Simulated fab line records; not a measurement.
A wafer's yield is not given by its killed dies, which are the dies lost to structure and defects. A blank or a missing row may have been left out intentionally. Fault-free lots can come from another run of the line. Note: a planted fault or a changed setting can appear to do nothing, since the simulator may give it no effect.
Chamber matching | flow n5 finfet | 4 sister chambers for N5_BEOL_M15_CMP_49 on cmp-02
The step polishes, stops on SiO2, t overpolish 4.9 s, target thk 850 nm. 20 wafers are shown with their chamber, then 10 later ones without.

WAFERS PAIRED WITH THEIR CHAMBERS
wafer  | chamber | motor current A (A) | barrier field endpoint s (s) | overpolish run s (s)
L081.3 | 1       | 8.8                 | 11.57                        | 4.897
L081.4 | 3       | 7.4                 | 11.55                        | 4.888
L081.5 | 1       | 8.5                 | 11.69                        | 4.896
L084.1 | 0       | 7.4                 | 10.83                        | 4.888
L084.2 | 2       | 8.4                 | 10.54                        | 4.898
L084.3 | 1       | 8.5                 | 10.97                        | 4.908
L086.1 | 2       | 8.5                 | 10.99                        | 4.902
L086.2 | 1       | 8.4                 | 11.69                        | 4.909
L086.4 | 3       | 7.7                 | 11.22                        | 4.907
L087.2 | 0       | 7.4                 | 10.84                        | 4.895
L087.4 | 2       | 8.7                 | 10.89                        | 4.899
L087.6 | 3       | 7.4                 | 11.18                        | 4.909
L089.1 | 3       | 7.2                 | 11.39                        | 4.887
L089.3 | 1       | 8.6                 | 11.57                        | 4.903
L089.6 | 2       | 8.7                 | 10.90                        | 4.892
L091.1 | 2       | 8.7                 | 10.79                        | 4.894
L091.4 | 1       | 8.4                 | 11.58                        | 4.893
L091.6 | 3       | 7.5                 | 11.23                        | 4.905
L092.1 | 0       | 7.6                 | 11.03                        | 4.896
L092.4 | 1       | 8.4                 | 11.47                        | 4.894

SIGNATURES (averages over the wafers above)
reading                  | chamber 0 | chamber 1 | chamber 2 | chamber 3 | scatter within a chamber
motor current A          | 7.467     | 8.514     | 8.600     | 7.440     | 0.152
barrier field endpoint s | 10.9000   | 11.5057   | 10.8220   | 11.3140   | 0.195
overpolish run s         | 4.89300   | 4.90000   | 4.89700   | 4.89920   | 0.00721
Rule: a wafer's distance from a chamber is the root of the sum, over the readings, of the square of ((its reading less the chamber's mean) divided by the reading's scatter). The wafer belongs to the nearest chamber; if the next one is less than 2 further off, it can't be placed. The scatter: the root of (the sum of the squares of (reading less its chamber's mean) over the shown wafers, divided by (wafers less chambers)).

WAFERS WITHOUT THEIR CHAMBER
wafer  | motor current A (A) | barrier field endpoint s (s) | overpolish run s (s)
L092.5 | 7.1                 | 11.21                        | 4.891
L094.1 | 7.5                 | 10.92                        | 4.896
L094.2 | 7.6                 | 11.13                        | 4.907
L094.5 | 8.6                 | 10.93                        | 4.902
L095.2 | 7.7                 | 11.01                        | 4.901
L095.3 | 8.0                 | 11.28                        | 4.881
L095.4 | 8.3                 | 10.78                        | 4.908
L097.2 | 7.9                 | 11.40                        | 4.885
L097.3 | 8.5                 | 10.77                        | 4.907
L097.4 | 7.7                 | 10.78                        | 4.891

CHAMBER TAKEN BY EACH
wafer  | from the rows above               | in truth
L092.5 | can't be placed: 3 or 0           | 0
L094.1 | can't be placed: 0 or 3           | 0
L094.2 | can't be placed: 3 or 0           | 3
L094.5 | 2                                 | 2
L095.2 | can't be placed: 0 or 3           | 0
L095.3 | can't be placed: 0 or 1 or 3 or 2 | 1
L095.4 | can't be placed: 2 or 1           | 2
L097.2 | can't be placed: 3 or 0 or 1      | 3
L097.3 | 2                                 | 2
L097.4 | can't be placed: 0 or 3           | 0
Correctly placed: 2 of 10. Can't be placed from these rows: 8 (the true chamber is among the candidates in 8). Number placed wrongly: 0.
